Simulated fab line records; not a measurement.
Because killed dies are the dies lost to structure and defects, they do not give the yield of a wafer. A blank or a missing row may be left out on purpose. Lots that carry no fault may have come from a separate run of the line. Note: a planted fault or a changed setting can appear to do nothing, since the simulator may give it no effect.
Which tool is to blame?	flow nand_harc	72 wafers from 24 lots sampled at 4 of the route's 1302 steps

== WHAT THE GAUGES READ, wafer by wafer ==
NHARC_A_ONON_D2_THK_MEAS_08: measures by ellipsometry. Usual: 998 nm for thk_nm, sd 11.
lot	measured	on	thk_nm (nm)	flag
L074	day 12 12:07	film_metro-01	1010 1010 1009	
L075	day 12 11:59	film_metro-01	998 996 1000	
L076	day 13 19:57	film_metro-02	1014 1014 1011	
L077	day 13 19:47	film_metro-01	1004 1002 1003	
L078	day 14 00:48	film_metro-01	1010 1010 1011	
L079	day 14 00:49	film_metro-01	1001 1002 1001	
L080	day 14 19:09	film_metro-01	997 1000 1000	
L082	day 15 11:14	film_metro-02	1002 1002 1001	
L081	day 15 11:14	film_metro-01	985 987 986	
L083	day 15 22:46	film_metro-01	983 981 984	
L084	day 15 22:55	film_metro-02	1008 1009 1008	
L085	day 17 03:38	film_metro-01	1008 1009 1008	
L086	day 17 09:02	film_metro-02	1006 1006 1003	
L087	day 18 05:19	film_metro-02	993 996 995	
L088	day 18 12:18	film_metro-01	984 984 985	
L089	day 18 12:05	film_metro-01	991 993 993	
L090	day 19 10:08	film_metro-02	1019 1019 1021	
L091	day 19 10:05	film_metro-01	996 996 995	
L092	day 19 15:38	film_metro-01	978 979 978	
L094	day 20 15:46	film_metro-02	999 999 998	
L093	day 20 15:46	film_metro-01	986 985 985	
L095	day 21 08:21	film_metro-01	1000 1000 999	
L096	day 21 08:18	film_metro-02	989 988 991	
L097	day 22 13:25	film_metro-01	977 976 979	

== WHICH TOOL RAN EACH LOT (tool, then ch and the chambers of the sampled wafers, then the start) ==
lot	NHARC_A_CHANNEL_HOLE_D1_ETCH_24	NHARC_A_CHANNEL_FILL_D1_ETCHBACK_19	NHARC_A_DECK1_JOINT_CMP_02
L074	har_etch-02 ch 1, day 8 14:55	rie_si-02 ch 0,2, day 9 20:57	cmp-03 ch 0,2, day 12 09:35
L075	har_etch-02 ch 0,1, day 8 20:10	rie_si-05 ch 2,3, day 9 20:58	cmp-01 ch 0,1, day 12 09:34
L076	har_etch-02 ch 0,1, day 9 21:21	rie_si-05 ch 0,1,3, day 11 01:46	cmp-03 ch 0,1,3, day 13 17:27
L077	har_etch-01 ch 0,1, day 9 23:35	rie_si-06 ch 1,2,3, day 11 01:46	cmp-01 ch 0,1,3, day 13 17:22
L078	har_etch-01 ch 0,1, day 10 10:05	rie_si-05 ch 0,2,3, day 11 13:54	cmp-03 ch 0,2,3, day 13 22:22
L079	har_etch-02 ch 0,1, day 10 10:29	rie_si-02 ch 0,2,3, day 11 13:54	cmp-01 ch 0,1,3, day 13 22:22
L080	har_etch-01 ch 0,1, day 11 00:26	rie_si-02 ch 0,1,2, day 12 05:15	cmp-04 ch 2,3, day 14 16:44
L082	har_etch-02 ch 0,1, day 11 20:42	rie_si-02 ch 1,2,3, day 13 00:23	cmp-01 ch 0,1,3, day 15 08:50
L081	har_etch-01 ch 0,1, day 11 21:11	rie_si-06 ch 0,1,2, day 13 00:25	cmp-04 ch 0,3, day 15 08:52
L083	har_etch-02 ch 0,1, day 12 08:44	rie_si-06 ch 0,1,3, day 13 12:39	cmp-01 ch 0,1,2, day 15 20:22
L084	har_etch-01 ch 0,1, day 12 08:51	rie_si-05 ch 0,3, day 13 12:38	cmp-03 ch 0,1, day 15 20:22
L085	har_etch-01 ch 0,1, day 13 10:46	rie_si-05 ch 0,3, day 14 16:06	cmp-03 ch 0,1,3, day 17 01:16
L086	har_etch-01 ch 0,1, day 13 15:11	rie_si-06 ch 0,1,3, day 14 19:55	cmp-03 ch 0,2,3, day 17 06:40
L087	har_etch-01 ch 0,1, day 14 08:10	rie_si-02 ch 2,3, day 15 11:46	cmp-04 ch 0,2,3, day 18 02:56
L088	har_etch-02 ch 0,1, day 14 18:19	rie_si-06 ch 2,3, day 15 22:05	cmp-01 ch 0,2, day 18 09:34
L089	har_etch-01 ch 0,1, day 14 19:18	rie_si-02 ch 1,2,3, day 15 22:05	cmp-04 ch 0,1,2, day 18 09:32
L090	har_etch-02 ch 0,1, day 15 11:10	rie_si-02 ch 0,2,3, day 16 15:26	cmp-04 ch 1,2, day 19 07:42
L091	har_etch-01 ch 0,1, day 15 13:01	rie_si-06 ch 2,3, day 16 15:23	cmp-03 ch 0,1,2, day 19 07:42
L092	har_etch-01 ch 0,1, day 15 21:31	rie_si-06 ch 0,3, day 17 01:37	cmp-01 ch 2,3, day 19 13:13
L094	har_etch-01 ch 0,1, day 16 19:08	rie_si-06 ch 1,2, day 18 01:18	cmp-01 ch 1,2,3, day 20 13:24
L093	har_etch-01 ch 0,1, day 16 23:26	rie_si-02 ch 1,2,3, day 18 01:19	cmp-03 ch 0,1, day 20 13:21
L095	har_etch-01 ch 0,1, day 17 15:25	rie_si-05 ch 1,2,3, day 18 20:23	cmp-04 ch 1,2,3, day 21 05:58
L096	har_etch-02 ch 0,1, day 17 19:50	rie_si-02 ch 0,1,3, day 18 23:32	cmp-03 ch 0,1,2, day 21 05:53
L097	har_etch-01 ch 0,1, day 18 15:39	rie_si-05 ch 1,3, day 19 19:38	cmp-04 ch 0,2, day 22 11:01
- NHARC_A_CHANNEL_HOLE_D1_ETCH_24: etches the open film in C4F8/O2/Ar, time 906.2 s, target depth 1500 nm.
- NHARC_A_CHANNEL_FILL_D1_ETCHBACK_19: etches the open film in HBr/Cl2, target depth 5 nm, time 1.7 s.
- NHARC_A_DECK1_JOINT_CMP_02: polishes SiOx.

== WHAT THE TOOLS THEMSELVES READ (means of the sampled wafers that have a number; where no wafer has one, the mark that the record gives instead) ==
NHARC_A_CHANNEL_HOLE_D1_ETCH_24. Usual: drypump_motor_current_A 5.92 A, standard deviation 0.15; oes_air_line_au 0.997 a.u., standard deviation 0.022; showerhead_plenum_p_Torr 3.60 Torr, standard deviation 0.13; throttle_valve_pct 32.236 %, standard deviation 0.0088.
lot	tool	drypump_motor_current_A (A)	oes_air_line_au (a.u.)	showerhead_plenum_p_Torr (Torr)	throttle_valve_pct (%)	flag
L074	har_etch-02	5.63	0.991	3.68	32.230	
L075	har_etch-02	5.72	1.011	3.59	32.234	
L076	har_etch-02	5.71	0.991	3.58	32.237	
L077	har_etch-01	6.04	1.012	3.59	32.240	
L078	har_etch-01	6.02	1.010	3.66	32.236	
L079	har_etch-02	5.79	0.990	3.50	32.233	
L080	har_etch-01	5.98	1.029	3.65	32.242	
L082	har_etch-02	5.82	0.993	3.49	32.235	
L081	har_etch-01	6.04	1.008	3.58	32.237	
L083	har_etch-02	5.71	0.992	3.57	32.226	
L084	har_etch-01	6.04	1.000	3.58	32.235	
L085	har_etch-01	6.02	0.980	3.57	32.230	
L086	har_etch-01	6.01	1.008	3.63	32.233	
L087	har_etch-01	6.04	0.986	3.56	32.242	
L088	har_etch-02	5.72	1.002	3.73	32.234	
L089	har_etch-01	5.99	0.978	3.62	32.242	
L090	har_etch-02	5.72	1.006	3.73	32.229	
L091	har_etch-01	6.04	1.016	3.55	32.237	
L092	har_etch-01	6.06	0.980	3.55	32.240	
L094	har_etch-01	6.01	1.000	3.61	32.233	
L093	har_etch-01	6.01	1.021	3.61	32.242	
L095	har_etch-01	6.04	1.032	3.54	32.236	
L096	har_etch-02	5.74	0.982	3.71	32.233	
L097	har_etch-01	6.01	0.992	3.59	32.231	

NHARC_A_CHANNEL_FILL_D1_ETCHBACK_19. Usual: drypump_motor_current_A 5.7 A, standard deviation 0.5; oes_product_au 1.001 a.u., standard deviation 0.0089; rf_fwd_power_W 390.3 W, standard deviation 1.3; throttle_valve_pct 26.406 %, standard deviation 0.0096.
lot	tool	drypump_motor_current_A (A)	oes_product_au (a.u.)	rf_fwd_power_W (W)	throttle_valve_pct (%)	flag
L074	rie_si-02	5.5	0.999	390.9	26.399	
L075	rie_si-05	5.2	1.004	390.6	26.403	
L076	rie_si-05	5.4	1.015	390.7	26.405	
L077	rie_si-06	6.0	0.997	389.1	26.409	
L078	rie_si-05	5.4	1.012	390.5	26.403	
L079	rie_si-02	5.7	1.009	390.1	26.406	
L080	rie_si-02	5.5	0.997	390.6	26.410	
L082	rie_si-02	6.0	1.008	390.7	26.409	
L081	rie_si-06	6.0	0.998	391.1	26.403	
L083	rie_si-06	6.2	0.993	390.6	26.397	
L084	rie_si-05	5.7	1.003	390.8	26.408	
L085	rie_si-05	5.7	1.001	390.5	26.414	
L086	rie_si-06	6.2	0.991	391.0	26.416	
L087	rie_si-02	6.1	0.999	390.9	26.403	
L088	rie_si-06	6.2	1.000	389.7	26.413	
L089	rie_si-02	6.0	1.006	390.8	26.416	
L090	rie_si-02	5.7	0.996	390.1	26.407	
L091	rie_si-06	6.3	0.990	390.1	26.409	
L092	rie_si-06	6.5	1.001	391.0	26.405	
L094	rie_si-06	5.7	1.004	389.4	26.413	
L093	rie_si-02	6.0	1.007	389.8	26.401	
L095	rie_si-05	5.2	1.004	390.9	26.400	
L096	rie_si-02	5.7	0.997	390.3	26.407	
L097	rie_si-05	5.1	0.996	391.8	26.401	

NHARC_A_DECK1_JOINT_CMP_02. Usual: 12.0 A for motor_current_A, sd 1.2.
lot	tool	motor_current_A (A)	flag
L074	cmp-03	10.9	
L075	cmp-01	13.9	
L076	cmp-03	10.7	
L077	cmp-01	13.3	
L078	cmp-03	11.2	
L079	cmp-01	13.2	
L080	cmp-04	12.1	
L082	cmp-01	13.1	
L081	cmp-04	11.9	
L083	cmp-01	13.8	
L084	cmp-03	10.2	
L085	cmp-03	11.0	
L086	cmp-03	11.2	
L087	cmp-04	12.0	
L088	cmp-01	13.4	
L089	cmp-04	12.1	
L090	cmp-04	12.0	
L091	cmp-03	10.4	
L092	cmp-01	12.6	
L094	cmp-01	13.7	
L093	cmp-03	10.1	
L095	cmp-04	12.3	
L096	cmp-03	10.7	
L097	cmp-04	11.9	

== THE ANSWER, worked out from the rows above alone ==
Rule: take the mean of a lot's wafers that have a number; if it is more than 3 standard deviations from the usual mean, the lot is off. A lot without any number at a reading at which 4 lots or more have one is off too. The other lots that the step has rows for count as sound. Order of review: gauges by route order, followed by the tools' own readings, for which a lot's mean as printed above is used. The first step at which some lot is off is used, and at that step the reading that is off furthest; a lot without a number counts as furthest.
No lot is off on any of the readings shown, so nothing can be concluded from this.

== WHAT THE SIMULATOR PUT IN ==
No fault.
